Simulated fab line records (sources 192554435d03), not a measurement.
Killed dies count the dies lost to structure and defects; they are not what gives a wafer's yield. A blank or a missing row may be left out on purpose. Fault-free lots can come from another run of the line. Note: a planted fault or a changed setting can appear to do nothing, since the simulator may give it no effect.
Chamber matching / flow n5-finfet / N5_BEOL_M10_ETCH_66 on rie-diel-06 has 4 sister chambers
The step etches SOC in N2/H2, target depth 120 nm, overetch 24 nm, time 180 s. 4 wafers are shown with their chamber, then 8 later ones without.

## WAFERS WITH THEIR CHAMBER
wafer=L080.5; chamber=1; drypump-motor-current-A (A)=5.8
wafer=L084.6; chamber=3; drypump-motor-current-A (A)=6.0
wafer=L089.1; chamber=0; drypump-motor-current-A (A)=5.8
wafer=L091.1; chamber=2; drypump-motor-current-A (A)=4.9

## WAFERS WITHOUT THEIR CHAMBER
wafer=L091.4; drypump-motor-current-A (A)=6.0
wafer=L091.5; drypump-motor-current-A (A)=6.0
wafer=L094.1; drypump-motor-current-A (A)=5.7
wafer=L094.2; drypump-motor-current-A (A)=5.7
wafer=L094.4; drypump-motor-current-A (A)=6.0
wafer=L096.1; drypump-motor-current-A (A)=5.8
wafer=L096.3; drypump-motor-current-A (A)=5.8
wafer=L096.5; drypump-motor-current-A (A)=5.7

## EACH ONE'S CHAMBER
wafer=L091.4; from the rows above=3; in truth=3
wafer=L091.5; from the rows above=3; in truth=3
wafer=L094.1; from the rows above=can't be placed: 0 or 1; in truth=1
wafer=L094.2; from the rows above=can't be placed: 0 or 1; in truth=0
wafer=L094.4; from the rows above=3; in truth=3
wafer=L096.1; from the rows above=can't be placed: 0 or 1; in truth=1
wafer=L096.3; from the rows above=can't be placed: 0 or 1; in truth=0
wafer=L096.5; from the rows above=can't be placed: 0 or 1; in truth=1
Correctly placed: 3 of 8. Unplaceable from these rows: 5, with the true chamber sitting among the candidates in 5. 0 placed wrongly.
How it was worked out, from the rows above alone: a wafer's distance from a chamber is the root of the sum, over the readings, of the square of ((its reading less the chamber's mean) divided by the reading's scatter). The wafer belongs to the nearest chamber; if the next one is less than 2 further off, it can't be placed. For every chamber, the mean is computed from those of its wafers that are shown. The scatter: with one shown wafer a chamber, the root of the mean of the squares of how far each hidden wafer lies from its nearest shown one.
